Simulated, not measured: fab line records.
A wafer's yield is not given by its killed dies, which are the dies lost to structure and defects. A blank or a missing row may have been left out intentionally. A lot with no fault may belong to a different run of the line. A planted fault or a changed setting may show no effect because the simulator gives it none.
3 desks, one fault	flow n5-finfet	only its own numbers are on each desk; what lay behind them is given at the end

== THE DEFECT DESK ==
For each lot, the counts of the inspections along the route, averaged over the sampled wafers that have a number. Any lot whose mean is over 4 standard deviations away from the usual mean is out of limits and marked OUT; that distance is given in the brackets.
Columns: A = raw-defect-count at N5_BEOL_M5_INSPECT_30, usual 388
lot	first seen here	A
L480	day 9 07:28	380
L482	day 9 16:44	538
L491	day 12 08:30	309
L493	day 12 12:58	278
L497	day 13 11:37	473
L499	day 14 02:28	355
This desk's finding: nothing out of limits on any of the 6 lots.

== AT THE METROLOGY DESK ==
Means of the sampled wafers that have a number, per lot and without regard to the tool the lot ran on: this is what the gauges read. Any lot whose mean is over 4 standard deviations away from the usual mean is out of limits and marked OUT; that distance is given in the brackets.
Columns: A = cd-nm at N5_BEOL_M5_CD_MEAS_18, usual 28.1 nm; B = cd-nm at N5_BEOL_M5_CD_MEAS_28, usual 30.64 nm; C = V4_OVL at N5_BEOL_M5_OVL_MEAS_29, usual -0.2 nm
lot	first seen here	A	B	C
L480	day 9 07:04	28.3	31.00	-0.4
L482	day 9 15:08	28.0	30.58	-0.9
L491	day 12 05:50	28.3	30.60	0.5
L493	day 12 09:51	28.1	30.46	-0.0
L497	day 13 11:04	28.4	30.41	-0.8
L499	day 14 00:14	28.1	30.68	0.5
This desk's finding: nothing out of limits on any of the 6 lots.

== DESK OF THE TOOL OWNER: litho-track-02 ==
The tool's own readings at N5_BEOL_M5_COAT_74 (time 60 s, resist thk 5 nm): means of the sampled wafers that have a number, for each lot that ran on this tool. Any lot whose mean is over 4 standard deviations away from the usual mean is out of limits and marked OUT; that distance is given in the brackets.
Columns: A = chill-plate-temp-C at N5_BEOL_M5_COAT_74, usual 22.99 C; B = spin-speed-rpm at N5_BEOL_M5_COAT_74, usual 1499.9 rpm
lot	first seen here	A	B
L482	day 9 16:16	22.87	1500.4
L491	day 12 08:08	22.91	1605.8 (+99 or more) OUT
L493	day 12 12:29	22.93	1605.3 (+99 or more) OUT
Finding of this desk: L491, L493 out of limits; the first was L491 at day 12 08:08, on spin-speed-rpm at N5_BEOL_M5_COAT_74. L482 stayed within limits.

== ALL TOGETHER ==
On L491, L493, at day 12 08:08, an alarm was possible from the tool owner's desk.
No out-of-limits result turned up at the defect desk.
The metrology desk saw nothing out of limits.
The defect desk has L491, L493 on record, within its limits.
The metrology desk holds a record of L491, L493, inside its limits.
Of the lots named, all ran N5_BEOL_M5_COAT_74 on litho-track-02.

== WHAT THE SIMULATOR HAD PUT IN ==
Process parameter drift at N5_BEOL_M5_COAT_74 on litho-track-02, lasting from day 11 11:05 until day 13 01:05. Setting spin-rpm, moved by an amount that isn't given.
Lots struck among those shown: L491, L493.
Hours from the fault's start to each desk's first reading out of limits: the tool owner's desk, 21.
